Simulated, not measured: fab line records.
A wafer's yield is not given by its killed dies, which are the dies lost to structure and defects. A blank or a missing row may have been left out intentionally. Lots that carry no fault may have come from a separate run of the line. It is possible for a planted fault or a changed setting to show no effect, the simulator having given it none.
Struck lot and sound lot, side by side -- flow n5Finfet -- 16 out of 1938 route steps
Sound: these wafers, L889.1, L889.5, L889.6. Struck: wafer L901.5. (L901.3, L901.6 of the same lot were not struck and are left out.) The cause comes at the end.
Per side, at each step with rows, come the tool, then ch with its chambers, and then its first start. Under that, the readings that differ: sound wafers -- struck wafers -- difference of the means -- sigmas: that difference in standard deviations of wafers without a fault.
alike: a reading whose means differ by less than 2 such deviations, as well as words and numbers matching on both sides. not compared: withheld readings; readings where some wafer has no value; bounds like >300 that might hide an equal value; numbers whose values overlap and for which the record gives no deviation.
The two part at a step that has a row with sigmas, a row that says differs or no value, or rows on one side only. Numbers that don't overlap but have no deviation are shown without sigmas and don't part them. Lack of a reading on every wafer of one side parts them only where that side has two or more wafers.

first, 9 steps without rows for these wafers: N5_BEOL_M3_COAT_67 (time 60 s, resist thk 60 nm); N5_BEOL_M3_COAT_68 (time 60 s, resist thk 12 nm); N5_BEOL_M3_COAT_76 (time 60 s, resist thk 5 nm); N5_BEOL_M3_COAT_22 (resist thk 30 nm); N5_BEOL_M3_EBR_24; N5_BEOL_M3_SOFTBAKE_23 (time 60 s); N5_BEOL_M3_EXPOSE_25 (exposes mask V2, defocus 5 nm); N5_BEOL_M3_PEB_26 (peb time 60 s); N5_BEOL_M3_DEVELOP_27 (develop time 30 s).
N5_BEOL_M3_CD_MEAS_28: target cd 25.7 nm, target cd y 23.3 nm.
  sound on cdSem-03 ch 0, day 6 23:50; struck on cdSem-01 ch 0, day 9 21:13
  alike: cdNm
N5_BEOL_M3_OVL_MEAS_29:
  sound on overlay-02 ch 0, day 6 23:52; struck on overlay-01 ch 0, day 9 21:15
  alike: V2_OVL
N5_BEOL_M3_INSPECT_30: inspects for defects (brightfield).
  sound on defectInspect-01, day 6 23:55; struck on defectInspect-02, day 9 21:17
  alike: rawDefectCount
N5_BEOL_M3_DESCUM_33: chemistry O2, time 7 s.
  sound on rieDiel-05 ch 1,2, day 7 00:01; struck on rieDiel-05 ch 2, day 9 21:20
reading,sound,struck,difference,sigmas
model.CAR-EUV_of_BEOL_M3_COAT_22.thkNm (nm),26.2 26 26,25,-1,
  alike: drypumpMotorCurrentA, oesProductAu, rfVppV, showerheadPlenumPTorr, throttleValvePct
  not compared: rfHoursCounterH
N5_BEOL_M3_ETCH_77: etches underlayer in N2/H2, target depth 6.5 nm, time 5.2 s.
  sound on rieDiel-05 ch 1,2, day 7 00:03; struck on rieDiel-05 ch 2, day 9 21:22
  alike: drypumpMotorCurrentA, etchRfOnTimeS, oesProductAu, rfVppV, showerheadPlenumPTorr, throttleValvePct
  not compared: rfHoursCounterH
N5_BEOL_M4_RC_MEAS_101:
  sound on prober-02 ch 0, day 7 12:51; struck on prober-02 ch 0, day 10 13:35
reading,sound,struck,difference,sigmas
DIBL_P (mV/V),34.0 36.3 33.8,39.1,+4.4,+2
  alike: DIBL_N, IOFF_N, IOFF_P, ION_N, ION_P, SS_N, SS_P, VT_N, VT_P
next, for these wafers, 1 step has no rows: N5_PASSIVATION_PROBE_49.

WHERE THEY PART
N5_BEOL_M4_RC_MEAS_101 only, going by this record.

WHY: what had been put in by the simulator
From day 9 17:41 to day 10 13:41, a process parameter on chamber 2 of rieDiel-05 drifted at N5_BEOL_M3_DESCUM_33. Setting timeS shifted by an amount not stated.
